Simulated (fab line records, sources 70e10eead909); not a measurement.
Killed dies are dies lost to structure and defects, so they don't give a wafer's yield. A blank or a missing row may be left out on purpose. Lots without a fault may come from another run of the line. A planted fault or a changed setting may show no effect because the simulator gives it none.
fab line records | flow nand_harc
record lots=14 wafers=42 last_day=34
route steps=1302 shown P_M1@301 P_M2@325
lots that met no fault: from a run of the same line without faults
start_h: hours from the record's first day to the start of the lot's first wafer shown | wait_h: hours since the lot's step before | " the same as in the row above | L1.1+2: a row that stands for several wafers | - no value, or no start given | * or withheld: withheld | < > ~ a bound
route shown NAME@n: a module of which the file shows steps, and the number in the route of the first | usual: mean/standard deviation of fault-free wafers | same: alike in all rows | chamber/n: place in a boat | sites: the reading at each site | _std_site: their standard deviation | _edge_site: outer sites' mean less inner sites' | radius_mm: how far each site lies from the wafer's centre | mask NAME#n: copy n | behind: the tool/chamber that last shaped the wafer | hold: why the lot was held/for how many hours/how that ended | device: the transistor (n, p or np) that didn't switch | end of line: the same wafers' tests at the end of the route | a step without rows: its recipe alone | killed: dies lost to structure and defects at the first sort, not the wafer's yield | map: a wafer's dies, x killed, . not, _ none there
set.NAME: the setting as run; set.NAME@STEP: as run at that earlier step | model.NAME: the simulator's own value behind a step, which no gauge read
steps of the route over a sample of lots; a table a step, a row a wafer
services: from which hour (start_h, from the record's first day; less than 0 if before it) a tool's chamber was out of use, for how many hours, and why
## steps
# step NHARC_P_M1_CD_MEAS_16
# usual cd_nm=130.5/0.9
# columns lot.wafer tool chamber start_h wait_h cd_nm
L637.1 cd_sem-01 - 129.10 - 130.2
L637.5 " - " " 130.5
L637.6 " - " " 129.5
L638.1 cd_sem-03 - 134.94 - 130.8
L638.2 " - " " 130.3
L638.6 " - " " 130.5
L639.2 cd_sem-02 - 147.38 - 131.3
L639.4 " - " " 130.4
L639.5 " - " " 130.8
L640.1 cd_sem-01 - 161.80 - 130.4
L640.3 " - " " 128.7
L640.6 " - " " 131.3
L641.3 cd_sem-01 - 167.94 - 130.7
L641.4 " - " " 130.6
L641.6 " - " " 130.0
L642.2 cd_sem-01 - 182.26 - 130.2
L642.4 " - " " 129.4
L642.6 " - " " 130.7
L643.3 cd_sem-03 - 184.57 - 130.5
L643.4 " - " " 130.4
L643.5 " - " " 130.6
L645.1 cd_sem-03 - 215.93 - 130.9
L645.2 " - " " 131.8
L645.6 " - " " 130.7
L646.3 cd_sem-03 - 220.83 - 129.1
L646.4 " - " " 130.2
L646.5 " - " " 130.6
L650.1 cd_sem-02 - 270.81 - 129.5
L650.2 " - " " 130.9
L650.5 " - " " 130.1
L653.1 cd_sem-01 - 283.01 - 130.7
L653.3 " - " " 129.4
L653.6 " - " " 129.3
L655.1 cd_sem-01 - 309.56 - 132.5
L655.3 " - " " 131.3
L655.6 " - " " 130.9
L656.1 cd_sem-02 - 318.10 - 130.0
L656.3 " - " " 130.1
L656.6 " - " " 129.6
L660.1 cd_sem-03 - 360.09 - 130.6
L660.3 " - " " 131.5
L660.5 " - " " 130.2
# step NHARC_P_M1_THK_MEAS_24
# recipe thk_meas_gauge=xrf
# usual thk_nm=157.6/2
# columns lot.wafer tool chamber start_h wait_h thk_nm
L637.1 film_metro-02 - 131.27 - 154.4
L637.5 " - " " 156.1
L637.6 " - " " 157.1
L638.1 film_metro-01 - 137.06 - 154.2
L638.2 " - " " 159.7
L638.6 " - " " 156.5
L639.2 film_metro-01 - 149.49 - 161.0
L639.4 " - " " 158.5
L639.5 " - " " 158.8
L640.1 film_metro-02 - 163.91 - 159.1
L640.3 " - " " 157.6
L640.6 " - " " 157.6
L641.3 film_metro-02 - 170.07 - 158.4
L641.4 " - " " 156.3
L641.6 " - " " 156.4
L642.2 film_metro-01 - 184.37 - 157.1
L642.4 " - " " 159.9
L642.6 " - " " 158.0
L643.3 film_metro-02 - 186.67 - 162.4
L643.4 " - " " 156.7
L643.5 " - " " 154.7
L645.1 film_metro-01 - 218.05 - 157.0
L645.2 " - " " 156.9
L645.6 " - " " 157.7
L646.3 film_metro-01 - 222.98 - 159.3
L646.4 " - " " 159.2
L646.5 " - " " 159.4
L650.1 film_metro-02 - 272.93 - 158.8
L650.2 " - " " 159.1
L650.5 " - " " 157.2
L653.1 film_metro-01 - 285.17 - 156.0
L653.3 " - " " 155.1
L653.6 " - " " 154.8
L655.1 film_metro-02 - 311.71 - 156.6
L655.3 " - " " 153.5
L655.6 " - " " 155.7
L656.1 film_metro-02 - 320.21 - 153.0
L656.3 " - " " 154.9
L656.6 " - " " 151.0
L660.1 film_metro-02 - 362.21 - 157.7
L660.3 " - " " 157.4
L660.5 " - " " 160.1
# step NHARC_P_M2_EXPOSE_06
# recipe na=1.35 target_cd_nm=170 dose_mj=80.78 mask_id=P_M2
# usual exposure_dose_mJ_cm2=80.72/0.086 focus_offset_nm=0.0/0.55
# columns lot.wafer tool chamber start_h wait_h mask exposure_dose_mJ_cm2 focus_offset_nm
L637.1 arfi_scanner-02 0 132.68 - P_M2#0 80.66 -0.6
L637.5 " 0 " " P_M2#0 80.53 -0.6
L637.6 " 0 " " P_M2#0 80.57 -0.5
L638.1 arfi_scanner-01 0 138.47 - P_M2#0 80.74 0.5
L638.2 " 0 " " P_M2#0 80.76 0.7
L638.6 " 0 " " P_M2#0 80.73 0.8
L639.2 arfi_scanner-03 0 150.90 - P_M2#0 80.86 0.1
L639.4 " 0 " " P_M2#0 80.77 0.4
L639.5 " 0 " " P_M2#0 80.64 0.0
L640.1 arfi_scanner-02 0 165.32 - P_M2#0 80.71 -0.3
L640.3 " 0 " " P_M2#0 80.59 -0.2
L640.6 " 0 " " P_M2#0 80.71 -0.5
L641.3 arfi_scanner-01 0 171.56 - P_M2#0 80.76 -0.4
L641.4 " 0 " " P_M2#0 80.81 -0.6
L641.6 " 0 " " P_M2#0 80.85 -0.9
L642.2 arfi_scanner-02 0 185.95 - P_M2#0 80.77 0.6
L642.4 " 0 " " P_M2#0 80.75 1.2
L642.6 " 0 " " P_M2#0 80.61 0.4
L643.3 arfi_scanner-02 0 187.94 - P_M2#0 80.84 0.6
L643.4 " 0 " " P_M2#0 80.85 -0.1
L643.5 " 0 " " P_M2#0 80.75 0.3
L645.1 arfi_scanner-01 0 219.48 - P_M2#0 80.89 0.7
L645.2 " 0 " " P_M2#0 80.84 0.4
L645.6 " 0 " " P_M2#0 80.78 1.3
L646.3 arfi_scanner-03 0 224.47 - P_M2#0 80.84 -0.8
L646.4 " 0 " " P_M2#0 80.73 0.2
L646.5 " 0 " " P_M2#0 80.75 -0.8
L650.1 arfi_scanner-03 0 274.41 - P_M2#0 80.79 0.7
L650.2 " 0 " " P_M2#0 80.62 -0.2
L650.5 " 0 " " P_M2#0 80.85 0.1
L653.1 arfi_scanner-03 0 286.55 - P_M2#0 80.78 0.4
L653.3 " 0 " " P_M2#0 80.70 0.6
L653.6 " 0 " " P_M2#0 80.68 -0.3
L655.1 arfi_scanner-03 - 313.12 - P_M2#0 - -
L655.3 " - " " P_M2#0 - -
L655.6 " - " " P_M2#0 - -
L656.1 arfi_scanner-03 - 321.86 - P_M2#0 - -
L656.3 " - " " P_M2#0 - -
L656.6 " - " " P_M2#0 - -
L660.1 arfi_scanner-01 0 363.62 - P_M2#0 80.84 -0.7
L660.3 " 0 " " P_M2#0 80.80 -0.3
L660.5 " 0 " " P_M2#0 80.88 0.0
# step NHARC_P_M2_ETCH_28
# recipe target_depth_a=300 over_etch_frac=0.3 time_s=72.99 ion_energy_ev=150 cf4_flow_sccm=50 n2_flow_sccm=100 ar_flow_sccm=150 rf_w=300 bias_w=100 chemistry=CF4/N2
# usual drypump_motor_current_A=5.6/0.59 oes_product_au=0.997/0.015 rf_vpp_V=314.4/1.9 showerhead_plenum_p_Torr=2.64/0.11 throttle_valve_pct=19.795/0.0099
# columns lot.wafer tool chamber start_h wait_h drypump_motor_current_A oes_product_au rf_hours_counter_h rf_vpp_V showerhead_plenum_p_Torr throttle_valve_pct
L637.1 rie_diel-02 0 - - 5.3 0.998 3.3 316.0 2.75 19.783
L637.5 " 1 " " 6.7 1.004 - 311.1 2.45 19.802
L637.6 " 2 " " 6.6 0.969 - 313.7 2.60 19.776
L638.1 rie_diel-02 0 - - 5.3 0.989 3.9 315.5 2.75 19.785
L638.2 " 1 " " 6.7 1.005 3.6 311.0 2.45 19.790
L638.6 " 3 " " 5.9 0.991 - 314.8 2.75 19.790
L639.2 rie_diel-13 2 - - 5.2 0.980 7.9 317.2 2.79 19.798
L639.4 " 3 " " 5.8 0.976 8.3 315.1 2.67 19.791
L639.5 " 1 " " 4.8 0.987 - 316.2 2.72 19.791
L640.1 rie_diel-04 0 - - 6.2 1.026 9.3 314.6 2.69 19.786
L640.3 " 2 " " 5.8 1.006 9.9 316.1 2.73 19.789
L640.6 " 0 " " 6.2 1.017 - 314.9 2.69 19.790
L641.3 rie_diel-04 3 - - 5.1 0.981 9.0 313.4 2.60 19.791
L641.4 " 1 " " 5.7 1.013 10.7 312.5 2.57 19.789
L641.6 " 3 " " 5.0 0.987 - 312.6 2.60 19.827
L642.4 rie_diel-13 0 - - 5.0 1.001 0.3 312.5 2.47 19.810
L642.2 " 3 " " 5.8 0.989 0.4 316.0 2.67 19.794
L642.6 " 1 " " 4.9 0.985 - 314.0 2.72 19.792
L643.4 rie_diel-02 2 - - 6.6 0.993 6.9 313.0 2.60 19.797
L643.3 " 0 " " 5.3 1.006 6.4 315.9 2.75 19.792
L643.5 " 1 " " 6.6 1.033 - 313.6 2.45 19.782
L645.1 rie_diel-04 3 - - 5.1 0.967 3.2 314.2 2.60 19.795
L645.2 " 0 " " 6.2 0.990 2.3 315.3 2.69 19.787
L645.6 " 3 " " 5.1 0.967 - 314.0 2.60 19.781
L646.4 rie_diel-13 2 - - 5.2 0.996 2.0 316.6 2.78 19.801
L646.3 " 3 " " 5.8 0.994 1.7 313.9 2.67 19.808
L646.5 " 1 " " 4.8 0.997 - 315.6 2.72 19.785
L650.2 rie_diel-13 3 - - 5.8 1.007 4.6 315.5 2.67 19.795
L650.1 " 0 " " 5.1 0.987 4.4 311.2 2.46 19.797
L650.5 " 3 " " 5.8 1.002 - 315.8 2.67 19.799
L653.1 rie_diel-04 0 - - 6.2 1.003 6.1 313.8 2.69 19.778
L653.3 " 2 " " 5.8 0.998 9.1 316.3 2.72 19.796
L653.6 " 3 " " 5.1 0.976 - 314.3 2.59 19.802
L655.1 rie_diel-13 3 - - 5.8 1.002 6.3 314.3 2.66 19.794
L655.3 " 2 " " 5.1 1.001 6.2 317.7 2.78 19.795
L655.6 " 3 " " 5.8 1.013 - 316.2 2.66 19.782
L656.1 rie_diel-13 2 - - 5.2 1.004 6.5 317.6 2.78 19.795
L656.3 " 3 " " 5.8 1.000 6.6 314.4 2.66 19.815
L656.6 " 2 " " 5.1 1.008 - 317.3 2.78 19.779
L660.3 rie_diel-04 2 - - 5.8 1.010 0.0 314.8 2.72 19.795
L660.1 " 3 " " 5.1 0.978 0.0 313.8 2.59 19.786
L660.5 " 1 " " 5.7 1.010 - 313.7 2.56 19.783
## services
# columns tool chamber start_h hours kind
rie_diel-04 - 116.06 2.1 repair
arfi_scanner-03 - 116.84 0.3 repair
rie_diel-13 2 123.06 10.8 repair
rie_diel-04 0 127.22 1.2 repair
rie_diel-13 0 130.95 2.4 repair
arfi_scanner-02 - 140.00 4.0 pm
rie_diel-13 - 165.00 9.0 pm
rie_diel-04 - 168.21 0.3 repair
rie_diel-13 2 174.04 6.2 repair
arfi_scanner-03 - 176.80 1.3 repair
rie_diel-04 - 177.90 9.0 pm
arfi_scanner-03 - 196.02 4.0 pm
arfi_scanner-01 - 211.24 2.4 repair
rie_diel-04 - 211.81 0.4 repair
arfi_scanner-03 - 215.50 5.7 repair
rie_diel-13 0 218.81 4.9 repair
rie_diel-13 2 225.51 2.4 repair
rie_diel-04 0 227.00 8.0 repair
rie_diel-13 2 230.21 2.5 repair
rie_diel-04 0 235.93 13.3 repair
rie_diel-13 2 297.28 2.0 repair
arfi_scanner-03 - 325.57 1.8 repair
rie_diel-13 - 342.00 9.0 pm
rie_diel-04 - 354.90 9.0 pm
## key
first_sign step=NHARC_P_M2_EXPOSE_06 reading=tool_record direction=missing
effect none on later readings
met_at NHARC_P_M2_EXPOSE_06
struck_lots L655,L656
later_rows_left_out L655.1,L655.3,L655.6,L656.1,L656.3,L656.6
sort_left_out L655.1,L655.3,L655.6,L656.1,L656.3,L656.6
not_acting_at NHARC_P_M1_CD_MEAS_16,NHARC_P_M1_THK_MEAS_24,NHARC_P_M2_ETCH_28
onset_between 286.55 313.12
fault kind=skipped_step_whole tool=arfi_scanner-03 chamber=- onset_h=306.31 steps=NHARC_P_M2_EXPOSE_06 scope=struck_lots_only
# sort_left_out: the simulated sort isn't trusted on such a fault, so these wafers' sort isn't shown, and their yield isn't known
# later_rows_left_out: the simulator's readings of these wafers behind a module that went badly wrong aren't trusted and aren't shown, but for the sort
